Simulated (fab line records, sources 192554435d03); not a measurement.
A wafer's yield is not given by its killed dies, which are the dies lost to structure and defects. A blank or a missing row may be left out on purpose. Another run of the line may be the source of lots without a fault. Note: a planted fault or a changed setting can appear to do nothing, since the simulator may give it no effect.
Struck lot and sound lot, side by side -- flow n5_finfet -- 41 out of 1938 route steps
Sound: wafers L777.4, L777.5, L777.6. Struck: wafers L770.2, L770.6. The cause is named last.
For every step that has rows: the tool of each side, followed by ch and its chambers, followed by its first start. Under that, the readings that differ: sound wafers -- struck wafers -- difference of the means -- sigmas: that difference in standard deviations of wafers without a fault.
alike: readings whose means differ by less than 2 such deviations, and words and numbers that are the same on both sides. not compared: withheld readings, readings that some wafer has no value for, bounds like >300 that may hide the same value, and numbers for which the record gives no deviation and whose values overlap.
A row with sigmas, a row that says differs or no value, or rows on one side alone: a step with any of these is where the two part. When numbers do not overlap yet have no deviation, they are printed without sigmas and do not part them. A reading that every wafer of one side lacks parts them only if that side has two wafers or more.

first, 9 steps without rows for these wafers: N5_MOL_CONTACT_COAG_PRE_CLEAN_121; N5_MOL_CONTACT_COAG_CVD_140 (deposits W, target thk 66.5 nm, time 215 s); N5_MOL_CONTACT_COAG_PRECLEAN_127 (cleans in DIW, time 57.5 s); N5_MOL_CONTACT_COAG_SRD_128 (dry time 32 s); N5_MOL_CONTACT_COAG_CMP_52 (polishes, stops on SiO2, t overpolish 1.5 s, target thk 66.5 nm); N5_MOL_CONTACT_COAG_ANNEAL_112 (time 1800 s); N5_BEOL_M0_SAQP_PECVD_00 (deposits SiCN from 3MS/NH3, target thk 8 nm, time 14 s); N5_BEOL_M0_SAQP_ILD_DEP_01 (deposits SiOC from DEMS/O2, target thk 45.419 nm, time 8.7 s); N5_BEOL_M0_SAQP_HM_DEP_02 (deposits TiN, target thk 12 nm).
N5_BEOL_M0_SAQP_PECVD_03: deposits SiCN from 3MS/NH3, target thk 12 nm, time 21.1 s.
  sound on pecvd-02 ch 0,1,2, day 10 01:19; struck on pecvd-04 ch 0,1, day 8 06:08
reading,sound,struck,difference,sigmas
run_length_s (s),51.8 50.5 52.0,57.9 58.0,+6.5,+11
model.SiCN_of_BEOL_M0_SAQP_PECVD_03.thk_nm (nm),12 12 12.2,15 15.4,+3,
  alike: chamber_pressure_Torr, showerhead_plenum_p_Torr, throttle_valve_pct
then, 25 steps without rows for these wafers: N5_BEOL_M0_SAQP_PECVD_96 (deposits a-Si from SiH4/He, target thk 45 nm, time 45.2 s); N5_BEOL_M0_SAQP_PECVD_97 (deposits SiNx from SiH4/NH3/N2, target thk 23 nm, time 19.9 s); N5_BEOL_M0_SAQP_PECVD_04 (deposits a-Si from SiH4/He, target thk 60 nm, time 60.2 s); N5_BEOL_M0_SAQP_HM_DEP_111 (deposits SiO2 from SiH4/N2O, target thk 12 nm, time 7.2 s); N5_BEOL_M0_SAQP_COAT_81 (time 60 s, resist thk 100 nm); N5_BEOL_M0_SAQP_COAT_82 (time 60 s, resist thk 30 nm); N5_BEOL_M0_SAQP_COAT_08 (resist thk 90 nm); N5_BEOL_M0_SAQP_EBR_10; N5_BEOL_M0_SAQP_SOFTBAKE_09 (time 60 s); N5_BEOL_M0_SAQP_EXPOSE_11 (exposes mask M0 CORE, target cd 42 nm); N5_BEOL_M0_SAQP_PEB_12 (peb time 60 s); N5_BEOL_M0_SAQP_DEVELOP_13 (develop time 30 s); N5_BEOL_M0_SAQP_DESCUM_19 (chemistry O2, time 7.9 s); N5_BEOL_M0_SAQP_ETCH_83 (etches SiARC in CF4, target depth 39 nm, time 65 s); N5_BEOL_M0_SAQP_ETCH_84 (etches SOC in N2/H2, target depth 100 nm, overetch 20 nm, time 150 s); N5_BEOL_M0_SAQP_STRIP_80 (strips in N2/H2); N5_BEOL_M0_SAQP_HM_OPEN_112 (chemistry CHF3/O2, target SiO2, stops on a-Si, target depth 12 nm, time 13.5 s); N5_BEOL_M0_SAQP_STRIP_113 (strips in CHF3/O2); N5_BEOL_M0_SAQP_MANDREL_ETCH_20 (etches a-Si in HBr/Cl2, stops on SiNx, target depth 60 nm, bt time 10 s, time 30 s); N5_BEOL_M0_SAQP_STRIP_86 (strips in N2/H2); N5_BEOL_M0_SAQP_STRIP_115 (strips in post etch residue remover, time 60 s); N5_BEOL_M0_SAQP_SRD_93 (time 30 s); N5_BEOL_M0_SAQP_RECESS_114 (chemistry HF/NH3, target SiO2, target depth 14.4 nm, afs cycles 3, sublimation time 60 s); N5_BEOL_M0_SAQP_SPACER1_ALD_98 (deposits SiO2, target thk 12.8 nm, pulse time 1 s, purge time 2 s); N5_BEOL_M0_SAQP_SPACER1_ETCHBACK_99 (etches SiO2 in CHF3/O2, target depth 15.4 nm, time 7.7 s).
N5_BEOL_M0_SAQP_RECESS_109: chemistry HF/NH3, target SiO2, target depth 3 nm, afs cycles 1, sublimation time 60 s.
  sound on vapor_etch-02 ch 0,1, day 10 04:53; struck on vapor_etch-02 ch 0, day 8 09:49
reading,sound,struck,difference,sigmas
model.SiCN_of_BEOL_M0_SAQP_PECVD_03.thk_nm (nm),8.4 8.6 8.6,11.2 11.8,+3.0,
  alike: drypump_motor_current_A, foreline_p_Torr, temp_c
N5_BEOL_M0_ETCH_138: etches SiCN in CH3F/O2, target depth 12 nm, time 31.6 s.
  sound on rie_diel-02 ch 1,2, day 10 07:47; struck on rie_diel-04 ch 0,1, day 8 13:20
reading,sound,struck,difference,sigmas
throttle_valve_pct (%),16.16 16.14 16.16,16.39 16.67,+0.38,+2
model.etch.depth_nm (nm),8.481 8.556 8.658,9.231 9.231,+0.666,
model.SiO2_of_BEOL_M0_SAQP_SPACER2_ALD_26.thk_nm (nm),5.2 5.2 5.2,5 4.8,+0,
  alike: drypump_motor_current_A, etch_rf_on_time_s, oes_product_au, rf_vpp_V, showerhead_plenum_p_Torr
  not compared: rf_hours_counter_h
N5_BEOL_M0_HM_OPEN_105: chemistry Cl2/BCl3, target TiN, target depth 12 nm.
  sound on rie_metal-02 ch 0,1, day 10 10:20; struck on rie_metal-02 ch 1, day 8 13:28
  alike: drypump_motor_current_A, oes_product_au, throttle_valve_pct
  not compared: rf_hours_counter_h, model.SiO2_of_BEOL_M0_SAQP_SPACER2_ALD_26.thk_nm
N5_BEOL_M0_ETCH_128: etches SiCN in CF4/N2, target depth 12 nm, overetch 5.1 nm, time 21.4 s.
  sound on rie_diel-06 ch 0,1, day 10 10:36; struck on rie_diel-04 ch 1,3, day 8 14:23
reading,sound,struck,difference,sigmas
throttle_valve_pct (%),15.16 15.58 15.16,15.47 15.76,+0.31,+2
model.etch.depth_nm (nm),8.481 8.556 8.658,11.29 11.79,+2.97,
  alike: cf4_flow_sccm, drypump_motor_current_A, n2_flow_sccm, oes_product_au, rf_vpp_V, showerhead_plenum_p_Torr
  not compared: rf_hours_counter_h
-- the record jumps here: 2 days lie between the struck wafers' starts before and after (it left off in module BEOL_M0 and takes up again in module BEOL_M4, whose first step shown is number 1111 of the route) --
N5_BEOL_M4_RC_MEAS_101:
  sound on prober-01 ch 0, day 12 10:42; struck on prober-02 ch 0, day 10 20:37
  alike: DIBL_N, DIBL_P, IOFF_N, IOFF_P, ION_N, ION_P, SS_N, SS_P, VT_N, VT_P
-- record jumps: 5 days separate the struck wafers' starts on either side; left off in module BEOL_M4, taken up again in module PASSIVATION, whose first shown step is the route's number 1936 --
N5_PASSIVATION_PROBE_49:
  rows exist in the record for the struck wafers here (prober-02, day 15 14:28), but not for the sound ones

== WHERE THEY PART ==
At N5_BEOL_M0_SAQP_PECVD_03 first; at N5_PASSIVATION_PROBE_49 last (within this record only).

WHY: what had been put in by the simulator
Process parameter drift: pecvd-04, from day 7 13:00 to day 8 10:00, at N5_BEOL_M0_SAQP_PECVD_03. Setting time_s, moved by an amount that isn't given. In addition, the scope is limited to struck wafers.
